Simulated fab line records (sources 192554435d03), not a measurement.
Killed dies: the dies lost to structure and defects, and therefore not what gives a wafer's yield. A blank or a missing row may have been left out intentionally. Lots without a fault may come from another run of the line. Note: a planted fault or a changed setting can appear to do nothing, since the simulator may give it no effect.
Matching of chambers | flow n5Finfet | N5_FIN_SAQP_PECVD_47 on pecvd-03 has 3 sister chambers
The step deposits a-Si from SiH4/He, target thk 45 nm, time 36.3 s. 16 wafers are shown with their chamber, then 8 later ones without.

WAFERS WITH THEIR CHAMBER
wafer  | chamber | showerheadPlenumPTorr (Torr) | throttleValvePct (%) | heaterPowerW (W)
L075.3 | 1       | 5.72                         | 18.3                 | 768
L075.5 | 2       | 5.57                         | 17.5                 | 928
L075.6 | 1       | 5.71                         | 18.4                 | 777
L076.2 | 1       | 5.72                         | 18.4                 | 773
L076.5 | 2       | 5.57                         | 17.5                 | 878
L076.6 | 1       | 5.72                         | 18.4                 | 786
L079.2 | 2       | 5.57                         | 17.5                 | 915
L079.3 | 0       | 5.71                         | 17.8                 | 838
L079.4 | 0       | 5.71                         | 18.4                 | 826
L083.3 | 2       | 5.57                         | 17.4                 | 942
L083.4 | 1       | 5.72                         | 18.6                 | 886
L083.5 | 2       | 5.57                         | 17.5                 | 908
L084.2 | 0       | 5.69                         | 18.0                 | 942
L084.4 | 1       | 5.72                         | 18.7                 | 785
L084.6 | 0       | 5.71                         | 18.0                 | 977
L087.1 | 0       | 5.70                         | 18.0                 | 924

SIGNATURES (means of the wafers above)
reading               | chamber 0 | chamber 1 | chamber 2 | scatter within a chamber
showerheadPlenumPTorr | 5.7040    | 5.7183    | 5.5700    | 0.00557
throttleValvePct      | 18.040    | 18.467    | 17.480    | 0.155
heaterPowerW          | 901.40    | 795.83    | 914.20    | 47.9
Rule: for each reading, subtract the chamber's mean from the wafer's reading, divide by that reading's scatter and square the result; add these up over the readings and take the root, which gives the wafer's distance from the chamber. If the next closest chamber is less than 2 further off than the closest, the wafer can't be placed; otherwise it belongs to the closest. The scatter: take each reading less its chamber's mean, square it, sum over the shown wafers, divide by the number of wafers less the number of chambers, and take the root.

WAFERS WHOSE CHAMBER IS MISSING
wafer  | showerheadPlenumPTorr (Torr) | throttleValvePct (%) | heaterPowerW (W)
L087.5 | 5.72                         | 18.2                 | 953
L087.6 | 5.72                         | 18.5                 | 890
L095.1 | 5.70                         | 18.9                 | 828
L095.3 | 5.69                         | 18.2                 | 935
L095.4 | 5.72                         | 18.3                 | 967
L097.2 | 5.72                         | 18.5                 | 931
L097.4 | 5.57                         | 17.4                 | 973
L097.5 | 5.70                         | 18.1                 | 950

WHICH CHAMBER EACH ONE RAN IN
wafer  | from the rows above     | in truth
L087.5 | can't be placed: 0 or 1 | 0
L087.6 | 1                       | 1
L095.1 | can't be placed: 1 or 0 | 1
L095.3 | 0                       | 0
L095.4 | can't be placed: 0 or 1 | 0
L097.2 | can't be placed: 1 or 0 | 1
L097.4 | 2                       | 2
L097.5 | 0                       | 0
Placed correctly: 4 of 8. These rows do not allow placing 4 (true chamber among the candidates in 4). Placed wrongly: 0.
